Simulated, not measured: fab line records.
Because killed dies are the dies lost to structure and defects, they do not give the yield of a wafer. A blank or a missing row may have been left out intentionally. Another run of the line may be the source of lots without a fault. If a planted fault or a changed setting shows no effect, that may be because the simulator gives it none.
Which tool did it? + flow n5Finfet + 36 wafers from 12 lots sampled at 4 of the route's 1938 steps

## WHAT THE GAUGES SHOWED, per wafer
N5_BEOL_M4_OVL_MEAS_29.
| lot  | measured     | on         | V3_OVL (nm)    |
|------|--------------|------------|----------------|
| L075 | day 7 14:41  | overlay-01 | -0.1 0.1 -0.4  |
| L077 | day 8 02:56  | overlay-01 | -0.2 -0.7 -1.3 |
| L079 | day 8 13:34  | overlay-01 | -0.5 -0.7 -0.7 |
| L081 | day 9 08:38  | overlay-01 | -0.7 0.0 -1.2  |
| L083 | day 10 06:16 | overlay-01 | -0.6 0.1 0.3   |
| L085 | day 10 19:50 | overlay-02 | -0.7 -1.0 -1.4 |
| L087 | day 11 09:14 | overlay-02 | -0.4 -1.3 -0.6 |
| L089 | day 11 17:44 | overlay-02 | -0.7 -0.7 -0.2 |
| L092 | day 12 04:31 | overlay-01 | -0.5 -0.6 -0.8 |
| L093 | day 12 16:23 | overlay-02 | -0.1 -0.5 -0.7 |
| L095 | day 12 21:52 | overlay-02 | 0.6 -0.1 0.0   |
| L097 | day 14 03:12 | overlay-02 | 0.4 0.2 0.4    |

## WHICH TOOL RAN EACH LOT (tool, then ch and the chambers of the sampled wafers, then the start)
| lot  | N5_BEOL_M3_SPUTTER_88       | N5_BEOL_M3_CO_CAP_55            | N5_BEOL_M4_HM_DEP_02        |
|------|-----------------------------|---------------------------------|-----------------------------|
| L075 | pvdSputter-01, day 7 10:33  | cvdCo-02 ch 1,2, day 7 12:18    | pvdSputter-02, day 7 13:16  |
| L077 | pvdSputter-03, day 7 22:35  | cvdCo-01 ch 0, day 8 00:26      | pvdSputter-03, day 8 01:23  |
| L079 | pvdSputter-03, day 8 08:51  | cvdCo-02 ch 0,2, day 8 10:43    | pvdSputter-01, day 8 11:52  |
| L081 | pvdSputter-02, day 9 01:08  | cvdCo-01 ch 0,2, day 9 02:55    | pvdSputter-03, day 9 07:05  |
| L083 | pvdSputter-02, day 10 00:50 | cvdCo-02 ch 1,2, day 10 02:42   | pvdSputter-03, day 10 04:32 |
| L085 | pvdSputter-03, day 10 16:13 | cvdCo-02 ch 0,1, day 10 18:00   | pvdSputter-03, day 10 18:24 |
| L087 | pvdSputter-02, day 11 03:32 | cvdCo-02 ch 0,1,2, day 11 05:17 | pvdSputter-01, day 11 07:51 |
| L089 | pvdSputter-02, day 11 12:28 | cvdCo-02 ch 0,1, day 11 14:12   | pvdSputter-01, day 11 15:51 |
| L092 | pvdSputter-01, day 11 23:31 | cvdCo-02 ch 0,2, day 12 01:16   | pvdSputter-02, day 12 02:51 |
| L093 | pvdSputter-03, day 12 11:30 | cvdCo-01 ch 0,1, day 12 13:16   | pvdSputter-03, day 12 14:58 |
| L095 | pvdSputter-02, day 12 17:49 | cvdCo-01 ch 0,1,2, day 12 19:34 | pvdSputter-01, day 12 20:23 |
| L097 | pvdSputter-03, day 13 23:02 | cvdCo-02 ch 1,2, day 14 00:47   | pvdSputter-02, day 14 01:27 |
- N5_BEOL_M3_SPUTTER_88: material Cu, target thk 4.5 nm, time 8.29 s.
- N5_BEOL_M3_CO_CAP_55: material Co, precursor CCTBA/H2, target thk 2 nm, time 102.1 s.
- N5_BEOL_M4_HM_DEP_02: deposits TiN, target thk 20 nm.

## THE ANSWER, worked out from the rows above alone
Rule: the lots themselves supply what counts as usual. Put in order of their means at a reading, lots are off if they are a third of the lots or fewer, leave a main group of 4 or more, and stand apart from it by a gap of 3 or more times the standard deviation of the main group's means; of several such gaps the widest counts. If all means in a main group match to the digits the tables above print for the reading, that group is not used. A lot without any number at a reading at which 4 lots or more have one is off too. Where the step has rows for the other lots, those lots are counted as sound.
No lot is off at any reading shown: from this, nothing can be told.

## WHAT THE SIMULATOR HAD PUT IN
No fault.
